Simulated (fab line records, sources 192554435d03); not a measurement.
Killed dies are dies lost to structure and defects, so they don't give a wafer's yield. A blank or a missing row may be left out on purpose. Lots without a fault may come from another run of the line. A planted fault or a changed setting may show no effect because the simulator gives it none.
fab line records | flow n5_finfet
record lots=24 wafers=72 last_day=18
route steps=1938 shown ILD0@345 SDB@358 HKMG_FIN@420
lots that met no fault: from a run of the same line without faults
start_h: hours from the record's first day to the start of the lot's first wafer shown | wait_h: hours since the lot's step before | " the same as in the row above | L1.1+2: a row that stands for several wafers | - no value, or no start given | * or withheld: withheld | < > ~ a bound
route shown NAME@n: a module of which the file shows steps, and the number in the route of the first | usual: mean/standard deviation of fault-free wafers | same: alike in all rows | chamber/n: place in a boat | sites: the reading at each site | _std_site: their standard deviation | _edge_site: outer sites' mean less inner sites' | radius_mm: how far each site lies from the wafer's centre | mask NAME#n: copy n | behind: the tool/chamber that last shaped the wafer | hold: why the lot was held/for how many hours/how that ended | device: the transistor (n, p or np) that didn't switch | end of line: the same wafers' tests at the end of the route | a step without rows: its recipe alone | killed: dies lost to structure and defects at the first sort, not the wafer's yield | map: a wafer's dies, x killed, . not, _ none there
set.NAME: the setting as run; set.NAME@STEP: as run at that earlier step | model.NAME: the simulator's own value behind a step, which no gauge read
steps of the route over a sample of lots; a table a step, a row a wafer
services: from which hour (start_h, from the record's first day; less than 0 if before it) a tool's chamber was out of use, for how many hours, and why
## steps
# step N5_ILD0_THK_MEAS_13
# usual thk_nm=18.3/1.1
# columns lot.wafer tool chamber start_h wait_h thk_nm
L074.2 film_metro-01 - 67.59 - 19.4
L074.3 " - " " 19.5
L074.6 " - " " 18.7
L075.3 film_metro-02 - 76.31 - 18.3
L075.4 " - " " 16.8
L075.5 " - " " 15.3
L076.1 film_metro-02 - 77.37 - 18.0
L076.2 " - " " 17.7
L076.5 " - " " 17.7
L077.2 film_metro-02 - 90.60 - 18.5
L077.4 " - " " 19.8
L077.5 " - " " 18.0
L078.2 film_metro-01 - 91.33 - 18.1
L078.5 " - " " 17.4
L078.6 " - " " 17.5
L079.2 film_metro-01 - 100.34 - 19.1
L079.3 " - " " 18.8
L079.4 " - " " 18.7
L080.1 film_metro-02 - 109.86 - 16.6
L080.2 " - " " 18.2
L080.6 " - " " 15.9
L081.2 film_metro-01 - 109.96 - 15.6
L081.3 " - " " 17.8
L081.4 " - " " 18.2
L082.1 film_metro-01 - 116.89 - 18.1
L082.2 " - " " 18.8
L082.4 " - " " 18.6
L083.1 film_metro-01 - 119.61 - 18.0
L083.2 " - " " 16.8
L083.5 " - " " 16.3
L084.1 film_metro-02 - 128.72 - 20.0
L084.3 " - " " 19.6
L084.5 " - " " 18.9
L085.3 film_metro-01 - 135.13 - 18.7
L085.5 " - " " 19.1
L085.6 " - " " 20.8
L086.1 film_metro-02 - 144.48 - 18.3
L086.4 " - " " 18.1
L086.5 " - " " 17.6
L087.1 film_metro-01 - 149.98 - 17.9
L087.5 " - " " 18.0
L087.6 " - " " 19.1
L088.1 film_metro-01 - 151.01 - 19.5
L088.2 " - " " 19.3
L088.4 " - " " 20.5
L089.2 film_metro-02 - 154.54 - 18.2
L089.4 " - " " 17.9
L089.5 " - " " 17.3
L090.1 film_metro-01 - 160.13 - 18.0
L090.4 " - " " 20.9
L090.6 " - " " 18.5
L091.1 film_metro-01 - 165.81 - 17.9
L091.2 " - " " 18.3
L091.4 " - " " 19.2
L092.3 film_metro-01 - 173.05 - 18.5
L092.5 " - " " 18.7
L092.6 " - " " 17.4
L093.4 film_metro-01 - 179.22 - 18.3
L093.5 " - " " 18.1
L093.6 " - " " 17.3
L094.2 film_metro-01 - 184.64 - 16.4
L094.4 " - " " 19.1
L094.5 " - " " 18.6
L095.1 film_metro-01 - 192.91 - 19.3
L095.3 " - " " 19.0
L095.6 " - " " 18.5
L096.1 film_metro-01 - 203.70 - 17.2
L096.2 " - " " 19.2
L096.4 " - " " 18.0
L097.1 film_metro-01 - 204.72 - 16.2
L097.4 " - " " 20.2
L097.6 " - " " 18.8
# step N5_SDB_INSPECT_13
# recipe mode=adi inspect_instrument=brightfield
# usual raw_defect_count=70/33
# columns lot.wafer tool chamber start_h wait_h raw_defect_count
L074.2 defect_inspect-01 - 68.15 0.0 65
L074.3 " - " " 36
L074.6 " - " " 27
L075.3 defect_inspect-01 - 76.88 0.0 75
L075.4 " - " " 171
L075.5 " - " " 52
L076.1 defect_inspect-01 - 77.81 0.0 50
L076.2 " - " " 54
L076.5 " - " " 86
L077.2 defect_inspect-02 - 91.05 0.0 59
L077.4 " - " " 79
L077.5 " - " " 93
L078.2 defect_inspect-01 - 91.90 0.0 41
L078.5 " - " " 66
L078.6 " - " " 64
L079.2 defect_inspect-02 - 100.91 0.0 131
L079.3 " - " " 94
L079.4 " - " " 89
L080.1 defect_inspect-02 - 110.44 0.0 27
L080.2 " - " " 46
L080.6 " - " " 42
L081.2 defect_inspect-01 - 110.48 0.0 62
L081.3 " - " " 44
L081.4 " - " " 53
L082.1 defect_inspect-01 - 117.34 0.0 50
L082.2 " - " " 36
L082.4 " - " " 45
L083.1 defect_inspect-01 - 120.05 0.0 106
L083.2 " - " " 52
L083.5 " - " " 37
L084.1 defect_inspect-01 - 129.29 0.0 162
L084.3 " - " " 51
L084.5 " - " " 136
L085.3 defect_inspect-02 - 135.70 0.0 56
L085.5 " - " " 75
L085.6 " - " " 83
L086.1 defect_inspect-02 - 144.93 0.0 57
L086.4 " - " " 68
L086.5 " - " " 46
L087.1 defect_inspect-01 - 150.42 0.0 47
L087.5 " - " " 24
L087.6 " - " " 19
L088.1 defect_inspect-02 - 151.58 0.0 85
L088.2 " - " " 80
L088.4 " - " " 109
L089.2 defect_inspect-02 - 154.98 0.0 195
L089.4 " - " " 86
L089.5 " - " " 100
L090.1 defect_inspect-02 - 160.70 0.0 92
L090.4 " - " " 94
L090.6 " - " " 80
L091.1 defect_inspect-01 - 166.38 0.0 84
L091.2 " - " " 63
L091.4 " - " " 68
L092.3 defect_inspect-02 - 173.50 0.0 68
L092.5 " - " " 77
L092.6 " - " " 54
L093.4 defect_inspect-02 - 179.79 0.0 54
L093.5 " - " " 56
L093.6 " - " " 61
L094.2 defect_inspect-01 - 185.21 0.0 41
L094.4 " - " " 68
L094.5 " - " " 57
L095.1 defect_inspect-02 - 193.48 0.0 163
L095.3 " - " " 55
L095.6 " - " " 114
L096.1 defect_inspect-02 - 204.15 0.0 77
L096.2 " - " " 90
L096.4 " - " " 102
L097.1 defect_inspect-01 - 205.29 0.0 45
L097.4 " - " " 81
L097.6 " - " " 25
# step N5_SDB_ETCH_25
# recipe chemistry=C4F6/O2 target=SiO2 target_depth_a=100 time_s=3.3 ion_energy_ev=250 mask_material=SiNx pressure_mtorr=30 source_w=345 bias_w=185 Ar_flow_sccm=300 C4F6_flow_sccm=10 O2_flow_sccm=10
# usual C4F6_flow_sccm=10.00/0.031 bias_w=185.0/0.58 chamber_pressure_mTorr=30.00/0.033 drypump_motor_current_A=5.7/0.44 oes_product_au=0.80/0.072 rf_vpp_V=667/10 showerhead_plenum_p_Torr=2.87/0.07 throttle_valve_pct=21.30/0.16
# columns lot.wafer tool chamber start_h wait_h C4F6_flow_sccm bias_w chamber_pressure_mTorr drypump_motor_current_A oes_product_au rf_hours_counter_h rf_vpp_V showerhead_plenum_p_Torr throttle_valve_pct
L074.2 rie_diel-01 1 68.93 0.0 10.01 184.8 30.03 5.3 0.73 197 658 2.95 21.54
L074.3 " 3 " " 10.04 184.9 30.02 6.1 0.94 17 675 2.93 21.00
L074.6 " 2 " " 9.98 185.8 30.00 5.2 0.81 - 668 2.77 21.51
L075.3 rie_diel-02 0 77.55 0.1 9.94 185.3 29.93 5.9 0.93 18 676 2.93 21.25
L075.4 " 1 " " 9.99 186.4 29.96 6.3 0.74 192 654 2.83 21.42
L075.5 " 3 " " 9.98 184.2 29.95 5.3 0.77 - 651 2.84 21.28
L076.1 rie_diel-01 2 78.59 0.0 10.00 184.5 29.94 5.2 0.80 125 667 2.76 21.52
L076.2 " 3 " " 10.02 184.2 29.96 6.1 0.93 21 674 2.93 21.01
L076.5 " 2 " " 10.04 184.1 30.01 5.2 0.80 - 668 2.76 21.52
L077.2 rie_diel-05 2 91.62 0.0 10.02 183.8 29.99 5.3 0.90 31 672 2.91 21.11
L077.4 " 3 " " 10.00 184.3 30.02 6.3 0.82 89 667 2.87 21.13
L077.5 " 2 " " 9.99 184.0 29.99 5.3 0.89 - 674 2.91 21.10
L078.2 rie_diel-05 3 92.86 0.1 9.98 185.0 29.97 6.3 0.81 89 667 2.87 21.13
L078.5 " 3 " " 10.00 185.1 29.96 6.3 0.82 - 668 2.87 21.13
L078.6 " 2 " " 9.97 184.1 30.00 5.3 0.90 - 673 2.91 21.12
L079.2 rie_diel-02 3 102.48 0.0 10.03 183.9 29.95 5.4 0.76 142 651 2.84 21.31
L079.3 " 2 " " 9.99 185.4 29.95 6.3 0.66 250 653 2.70 21.36
L079.4 " 1 " " 10.01 185.5 30.02 6.3 0.73 199 654 2.83 21.43
L080.1 rie_diel-02 0 111.00 0.0 9.97 184.9 30.01 5.9 0.89 28 674 2.93 21.25
L080.2 " 3 " " 9.99 184.8 29.99 5.4 0.76 144 651 2.84 21.31
L080.6 " 3 " " 10.02 184.9 29.98 5.4 0.75 - 650 2.84 21.29
L081.2 rie_diel-02 1 111.10 0.0 10.02 184.5 30.01 6.3 0.73 202 656 2.83 21.42
L081.3 " 3 " " 10.02 184.6 29.95 5.4 0.76 144 651 2.84 21.31
L081.4 " 3 " " 10.02 184.1 29.95 5.4 0.76 - 651 2.84 21.30
L082.1 rie_diel-05 2 118.21 0.3 10.02 184.7 30.00 5.3 0.87 41 674 2.90 21.14
L082.2 " 3 " " 9.98 185.8 29.96 6.3 0.80 99 668 2.87 21.14
L082.4 " 0 " " 9.98 185.0 29.94 5.9 0.83 81 681 2.87 21.30
L083.1 rie_diel-01 0 120.61 0.0 9.98 185.6 29.98 5.1 0.79 103 680 2.87 21.17
L083.2 " 1 " " 10.02 185.2 29.91 5.4 0.71 215 658 2.94 21.55
L083.5 " 1 " " 10.03 184.7 30.00 5.3 0.72 - 657 2.94 21.56
L084.1 rie_diel-05 0 129.99 0.1 9.99 186.0 29.99 5.9 0.82 85 680 2.87 21.30
L084.3 " 1 " " 10.00 184.2 29.98 5.7 0.76 159 680 2.86 21.34
L084.5 " 2 " " 9.99 185.3 30.01 5.3 0.89 - 672 2.90 21.14
L085.3 rie_diel-02 3 136.43 0.0 9.96 184.8 30.03 5.4 0.76 155 652 2.83 21.33
L085.5 " 2 " " 10.01 184.7 30.00 6.3 0.94 - 667 3.04 21.11
L085.6 " 3 " " 10.00 185.4 30.00 5.4 0.75 - 652 2.83 21.33
L086.1 rie_diel-02 0 145.51 0.0 9.97 186.0 30.04 5.9 0.87 41 675 2.92 21.30
L086.4 " 1 " " 9.99 185.0 30.00 6.3 0.72 214 654 2.82 21.46
L086.5 " 0 " " 9.98 185.8 29.97 5.9 0.88 - 674 2.92 21.27
L087.1 rie_diel-05 0 150.98 0.0 10.06 185.1 29.98 5.9 0.82 92 679 2.86 21.32
L087.5 " 0 " " 10.03 185.4 29.98 5.9 0.81 - 678 2.86 21.31
L087.6 " 1 " " 9.94 184.2 29.97 5.7 0.75 - 678 2.86 21.34
L088.1 rie_diel-01 1 152.20 0.0 10.03 185.9 29.99 5.3 0.71 226 658 2.94 21.57
L088.2 " 2 " " 10.05 185.3 29.99 5.2 0.77 151 667 2.75 21.54
L088.4 " 1 " " 10.01 186.2 29.99 5.3 0.71 - 657 2.94 21.59
L089.2 rie_diel-02 3 155.55 0.0 9.93 184.1 29.97 5.4 0.74 162 651 2.83 21.33
L089.4 " 0 " " 10.09 185.2 29.97 5.9 0.87 45 674 2.92 21.29
L089.5 " 1 " " 10.00 184.8 30.05 6.3 0.72 - 653 2.82 21.46
L090.1 rie_diel-02 0 161.52 0.0 9.99 186.0 29.99 5.9 0.87 46 674 2.92 21.28
L090.4 " 3 " " 9.97 184.7 29.98 5.4 0.74 163 652 2.83 21.34
L090.6 " 3 " " 10.00 185.4 30.02 5.4 0.74 - 650 2.83 21.32
L091.1 rie_diel-05 2 167.42 0.5 10.03 185.1 30.03 5.3 0.86 60 673 2.89 21.15
L091.2 " 3 " " 9.98 185.9 29.99 6.3 0.80 116 668 2.86 21.18
L091.4 " 1 " " 9.99 185.4 30.01 5.7 0.74 172 678 2.86 21.37
L092.3 rie_diel-05 0 174.25 0.0 9.96 184.8 30.00 5.9 0.81 101 681 2.86 21.34
L092.5 " 0 " " 10.01 184.8 29.99 5.9 0.81 - 678 2.86 21.33
L092.6 " 3 " " 10.02 184.8 30.05 6.4 0.80 - 667 2.86 21.19
L093.4 rie_diel-01 0 181.14 0.8 10.00 185.3 29.97 5.1 0.77 123 682 2.86 21.20
L093.5 " 1 " " 10.00 185.0 29.95 5.3 0.70 - 658 2.93 21.59
L093.6 " 2 " " 9.99 184.6 30.04 5.3 0.77 - 669 2.75 21.58
L094.2 rie_diel-01 1 185.91 0.2 10.03 185.3 30.06 5.3 0.70 238 656 2.93 21.59
L094.4 " 0 " " 9.98 185.1 29.99 5.1 0.76 125 681 2.86 21.20
L094.5 " 0 " " 10.00 185.4 30.02 5.1 0.77 - 681 2.86 21.19
L095.1 rie_diel-05 3 194.06 0.0 9.99 184.3 29.96 6.3 0.78 125 667 2.86 21.19
L095.3 " 1 " " 10.05 185.3 30.06 5.7 0.74 183 678 2.85 21.37
L095.6 " 2 " " 9.98 185.2 29.94 5.3 0.84 - 672 2.89 21.16
L096.1 rie_diel-01 1 204.77 0.0 9.98 184.8 30.00 5.3 0.70 245 657 2.93 21.60
L096.2 " 0 " " 10.02 185.2 29.97 5.1 0.76 132 680 2.86 21.21
L096.4 " 3 " " 9.99 185.6 30.00 6.1 0.85 63 673 2.91 21.06
L097.1 rie_diel-02 0 206.06 0.0 10.06 184.4 30.01 5.9 0.85 62 674 2.91 21.31
L097.4 " 2 " " 10.02 185.7 29.97 6.3 0.87 32 666 3.03 21.14
L097.6 " 2 " " 10.00 185.2 29.97 6.3 0.87 - 664 3.03 21.14
# step N5_SDB_ALD_29
# recipe material=SiNx target_thk_a=300 temp_c=400 ald_precursor_family=SiH2I2 ald_co_reactant=N2/H2-plasma pulse_time_s=1 ald_cycles=600 purge_time_s=2 co_reactant_purge_time_s=2 pressure_torr=2
# usual heater_power_w=825/110 precursor_pulse_height_rel=1.002/0.02
# columns lot.wafer tool chamber start_h wait_h heater_power_w precursor_pulse_height_rel
L074.2 ald_sin-02 1 69.24 0.0 857 1.015
L074.3 " 3 " " 844 1.011
L074.6 " 2 70.59 1.4 847 1.020
L075.3 ald_sin-02 0 77.82 0.0 893 0.991
L075.4 " 3 " " 810 0.998
L075.5 " 3 79.17 1.4 830 1.007
L076.1 ald_sin-01 1 78.85 0.0 784 1.046
L076.2 " 2 " " 841 0.990
L076.5 " 3 80.21 1.4 783 0.991
L077.2 ald_sin-01 0 92.66 0.8 898 1.012
L077.4 " 2 " " 841 1.015
L077.5 " 1 94.01 2.2 786 1.000
L078.2 ald_sin-04 3 94.31 1.2 738 1.020
L078.5 " 0 95.67 2.6 1085 0.982
L078.6 " 1 " " 734 0.994
L079.2 ald_sin-01 2 102.89 0.2 839 0.999
L079.3 " 1 " " 806 0.996
L079.4 " 0 " " 891 1.011
L080.1 ald_sin-02 2 111.27 0.0 807 1.010
L080.2 " 1 " " 898 1.035
L080.6 " 0 112.62 1.4 829 1.007
L081.2 ald_sin-04 0 112.50 1.2 1092 1.016
L081.3 " 1 " " 738 0.983
L081.4 " 3 " " 743 1.028
L082.1 ald_sin-04 2 118.48 0.0 597 0.980
L082.2 " 1 " " 758 0.957
L082.4 " 0 " " 1107 1.000
L083.1 ald_sin-04 2 121.18 0.3 582 1.005
L083.2 " 0 " " 1087 1.011
L083.5 " 0 122.53 1.7 1095 1.025
L084.1 ald_sin-01 0 130.25 0.0 909 0.994
L084.3 " 3 " " 795 1.014
L084.5 " 2 131.61 1.4 869 0.994
L085.3 ald_sin-04 2 136.70 0.0 586 0.980
L085.5 " 3 138.05 1.4 746 0.983
L085.6 " 2 " " 598 0.987
L086.1 ald_sin-02 0 145.81 0.0 863 0.978
L086.4 " 2 " " 777 1.008
L086.5 " 1 147.16 1.4 883 1.005
L087.1 ald_sin-04 2 151.25 0.0 595 0.980
L087.5 " 0 152.60 1.4 1086 0.989
L087.6 " 1 " " 751 0.993
L088.1 ald_sin-02 0 152.47 0.0 866 1.019
L088.2 " 1 " " 907 1.001
L088.4 " 3 " " 813 1.031
L089.2 ald_sin-02 1 155.81 0.0 907 0.976
L089.4 " 2 " " 776 0.995
L089.5 " 1 157.16 1.4 898 0.984
L090.1 ald_sin-02 0 161.79 0.0 873 1.038
L090.4 " 2 " " 797 0.981
L090.6 " 3 163.14 1.4 796 0.996
L091.1 ald_sin-01 0 167.68 0.0 913 1.006
L091.2 " 1 " " 798 0.997
L091.4 " 2 " " 840 0.977
L092.3 ald_sin-02 1 174.52 0.0 904 1.020
L092.5 " 1 175.87 1.4 890 0.962
L092.6 " 0 " " 887 1.011
L093.4 ald_sin-01 1 181.67 0.3 774 1.011
L093.5 " 0 183.02 1.6 930 0.987
L093.6 " 1 " " 808 0.993
L094.2 ald_sin-02 3 186.38 0.2 807 0.979
L094.4 " 1 " " 868 1.029
L094.5 " 2 187.74 1.6 781 1.010
L095.1 ald_sin-04 1 194.33 0.0 715 1.016
L095.3 " 3 " " 769 1.019
L095.6 " 1 195.68 1.4 742 1.001
L096.1 ald_sin-04 3 205.04 0.0 732 1.025
L096.2 " 1 " " 725 0.998
L096.4 " 2 " " 557 1.012
L097.1 ald_sin-01 0 206.35 0.0 917 0.993
L097.4 " 3 " " 790 1.012
L097.6 " 1 207.70 1.4 809 1.023
# step N5_HKMG_FIN_THK_MEAS_70
# recipe thk_meas_gauge=xrf reads=HfO2_of_HKMG_FIN_HK_ALD_01
# usual HK_THK=1.621/0.017
# columns lot.wafer tool chamber start_h wait_h HK_THK[nm]
L074.2 film_metro-02 - 76.46 0.2 1.639
L074.3 " - " " 1.649
L074.6 " - " " 1.598
L075.3 film_metro-01 - 85.20 0.2 1.619
L075.4 " - " " 1.612
L075.5 " - " " 1.638
L076.1 film_metro-02 - 86.19 0.2 1.623
L076.2 " - " " 1.626
L076.5 " - " " 1.630
L077.2 film_metro-01 - 99.94 0.2 1.630
L077.4 " - " " 1.611
L077.5 " - " " 1.593
L078.2 film_metro-01 - 102.45 0.2 1.594
L078.5 " - " " 1.592
L078.6 " - " " 1.603
L079.2 film_metro-02 - 109.99 0.2 1.646
L079.3 " - " " 1.606
L079.4 " - " " 1.615
L080.1 film_metro-02 - 118.63 0.2 1.625
L080.2 " - " " 1.609
L080.6 " - " " 1.644
L081.2 film_metro-01 - 119.95 0.2 1.631
L081.3 " - " " 1.641
L081.4 " - " " 1.641
L082.1 film_metro-02 - 125.48 0.2 1.603
L082.2 " - " " 1.605
L082.4 " - " " 1.611
L083.1 film_metro-01 - 128.33 0.2 1.621
L083.2 " - " " 1.644
L083.5 " - " " 1.637
L084.1 film_metro-01 - 137.59 0.2 1.653
L084.3 " - " " 1.634
L084.5 " - " " 1.625
L085.3 film_metro-02 - 144.27 0.2 1.645
L085.5 " - " " 1.620
L085.6 " - " " 1.613
L086.1 film_metro-02 - 153.51 0.2 1.603
L086.4 " - " " 1.616
L086.5 " - " " 1.642
L087.1 film_metro-01 - 158.39 0.2 1.597
L087.5 " - " " 1.604
L087.6 " - " " 1.613
L088.1 film_metro-01 - 159.90 0.2 1.609
L088.2 " - " " 1.636
L088.4 " - " " 1.630
L089.2 film_metro-01 - 162.97 0.2 1.617
L089.4 " - " " 1.633
L089.5 " - " " 1.601
L090.1 film_metro-01 - 168.92 0.2 1.608
L090.4 " - " " 1.607
L090.6 " - " " 1.606
L091.1 film_metro-01 - 175.28 0.5 1.618
L091.2 " - " " 1.614
L091.4 " - " " 1.622
L092.3 film_metro-01 - 181.64 0.2 1.599
L092.5 " - " " 1.615
L092.6 " - " " 1.609
L093.4 film_metro-01 - 189.03 0.2 1.639
L093.5 " - " " 1.637
L093.6 " - " " 1.638
L094.2 film_metro-01 - 193.65 0.2 1.631
L094.4 " - " " 1.633
L094.5 " - " " 1.633
L095.1 film_metro-01 - 201.46 0.2 1.612
L095.3 " - " " 1.632
L095.6 " - " " 1.631
L096.1 film_metro-01 - 212.14 0.2 1.635
L096.2 " - " " 1.644
L096.4 " - " " 1.642
L097.1 film_metro-01 - 213.47 0.2 1.629
L097.4 " - " " 1.613
L097.6 " - " " 1.619
# step N5_HKMG_FIN_CD_MEAS_12
# recipe target_cd_nm=92.8 landing_energy_ev=500 detector=se_inlens
# usual cd_nm=92.6/0.66
# columns lot.wafer tool chamber start_h wait_h cd_nm
L074.2 cd_sem-03 0 77.21 - 91.3
L074.3 " 0 " " 92.0
L074.6 " 0 " " 92.8
L075.3 cd_sem-03 0 85.95 - 92.5
L075.4 " 0 " " 92.4
L075.5 " 0 " " 91.6
L076.1 cd_sem-02 0 87.06 - 91.7
L076.2 " 0 " " 90.9
L076.5 " 0 " " 92.7
L077.2 cd_sem-02 0 100.69 - 94.1
L077.4 " 0 " " 92.4
L077.5 " 0 " " 92.6
L078.2 cd_sem-02 0 103.20 - 92.2
L078.5 " 0 " " 91.4
L078.6 " 0 " " 91.4
L079.2 cd_sem-03 0 110.86 - 93.0
L079.3 " 0 " " 93.2
L079.4 " 0 " " 92.8
L080.1 cd_sem-01 0 119.51 - 92.5
L080.2 " 0 " " 93.8
L080.6 " 0 " " 93.9
L081.2 cd_sem-03 0 120.83 - 92.1
L081.3 " 0 " " 92.6
L081.4 " 0 " " 92.7
L082.1 cd_sem-02 0 126.36 - 91.6
L082.2 " 0 " " 92.8
L082.4 " 0 " " 92.5
L083.1 cd_sem-03 0 129.22 - 92.1
L083.2 " 0 " " 93.2
L083.5 " 0 " " 92.2
L084.1 cd_sem-02 0 138.47 - 92.4
L084.3 " 0 " " 92.7
L084.5 " 0 " " 92.9
L085.3 cd_sem-03 0 145.15 - 93.6
L085.5 " 0 " " 93.2
L085.6 " 0 " " 92.9
L086.1 cd_sem-03 0 154.38 - 92.9
L086.4 " 0 " " 93.2
L086.5 " 0 " " 92.5
L087.1 cd_sem-02 0 159.27 - 93.0
L087.5 " 0 " " 92.6
L087.6 " 0 " " 92.3
L088.1 cd_sem-02 0 160.78 - 92.2
L088.2 " 0 " " 91.8
L088.4 " 0 " " 91.5
L089.2 cd_sem-03 0 163.72 - 92.5
L089.4 " 0 " " 92.8
L089.5 " 0 " " 92.1
L090.1 cd_sem-03 0 169.67 - 92.9
L090.4 " 0 " " 92.8
L090.6 " 0 " " 92.9
L091.1 cd_sem-02 0 176.17 - 93.2
L091.2 " 0 " " 92.6
L091.4 " 0 " " 92.4
L092.3 cd_sem-02 0 182.39 - 92.5
L092.5 " 0 " " 93.1
L092.6 " 0 " " 92.2
L093.4 cd_sem-03 0 189.79 - 92.9
L093.5 " 0 " " 92.7
L093.6 " 0 " " 91.6
L094.2 cd_sem-03 0 194.40 - 93.8
L094.4 " 0 " " 92.8
L094.5 " 0 " " 92.9
L095.1 cd_sem-02 0 202.33 - 91.4
L095.3 " 0 " " 91.1
L095.6 " 0 " " 91.9
L096.1 cd_sem-02 0 213.01 - 92.0
L096.2 " 0 " " 92.4
L096.4 " 0 " " 92.4
L097.1 cd_sem-03 0 214.35 - 92.9
L097.4 " 0 " " 92.8
L097.6 " 0 " " 92.5
## services
# columns tool chamber start_h hours kind
rie_diel-02 - 47.56 14.6 pm
ald_sin-01 - 54.38 0.6 repair
rie_diel-01 - 79.26 0.6 repair
ald_sin-02 - 85.25 14.0 pm
ald_sin-02 0 85.25 14.0 vent_cycle
ald_sin-02 1 85.25 14.0 vent_cycle
ald_sin-02 2 85.25 14.0 vent_cycle
ald_sin-02 3 85.25 14.0 vent_cycle
rie_diel-01 1 95.65 5.7 repair
rie_diel-01 2 98.62 8.0 repair
ald_sin-02 0 99.25 - clean
ald_sin-02 1 99.25 - clean
ald_sin-02 2 99.25 - clean
rie_diel-02 0 108.23 1.7 repair
ald_sin-02 1 114.16 11.5 repair
rie_diel-02 - 130.52 2.8 pm
ald_sin-02 0 134.15 1.8 repair
rie_diel-05 1 146.48 2.7 repair
ald_sin-01 1 146.65 5.5 repair
rie_diel-01 0 150.88 2.4 repair
rie_diel-02 3 176.47 6.5 repair
ald_sin-04 - 178.15 14.0 pm
rie_diel-05 2 179.93 8.2 repair
ald_sin-02 1 187.99 2.4 repair
## key
fault none
